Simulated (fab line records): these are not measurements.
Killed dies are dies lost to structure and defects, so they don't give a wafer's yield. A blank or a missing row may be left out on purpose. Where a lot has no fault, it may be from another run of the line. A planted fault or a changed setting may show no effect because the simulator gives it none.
Matching of chambers | flow n5Finfet | rieDiel-03 running N5_BEOL_M13_ETCH_68: 4 sister chambers
The step etches SOC in N2/H2, time 355 s. 4 wafers are shown with their chamber, then 10 later ones without.

== WAFERS, EACH WITH ITS CHAMBER ==
wafer  | chamber | drypumpMotorCurrentA (A)
L089.3 | 0       | 6.0
L088.1 | 1       | 5.0
L090.1 | 3       | 6.5
L090.3 | 2       | 5.3

== WAFERS MISSING THEIR CHAMBER ==
wafer  | drypumpMotorCurrentA (A)
L090.5 | 5.2
L091.2 | 5.3
L091.5 | 6.5
L091.6 | 5.3
L095.2 | 5.9
L095.5 | 5.2
L095.6 | 5.0
L097.2 | 6.0
L097.4 | 6.5
L097.6 | 6.5

== WHICH CHAMBER EACH WENT THROUGH ==
wafer  | from the rows above     | in truth
L090.5 | can't be placed: 2 or 1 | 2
L091.2 | 2                       | 2
L091.5 | 3                       | 3
L091.6 | 2                       | 2
L095.2 | 0                       | 0
L095.5 | can't be placed: 2 or 1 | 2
L095.6 | 1                       | 1
L097.2 | 0                       | 0
L097.4 | 3                       | 3
L097.6 | 3                       | 3
Placed correctly: 8 of 10. From these rows, 2 cannot be placed; in 2 the true chamber is one of the candidates. Wrongly placed: 0.
How it was worked out, from the rows above alone: a wafer's distance from a chamber is the root of the sum, over the readings, of the square of ((its reading less the chamber's mean) divided by the reading's scatter). The wafer belongs to the nearest chamber; if the next one is less than 2 further off, it can't be placed. A chamber's mean is the mean of its shown wafers. The scatter: with one shown wafer a chamber, the root of the mean of the squares of how far each hidden wafer lies from its nearest shown one.
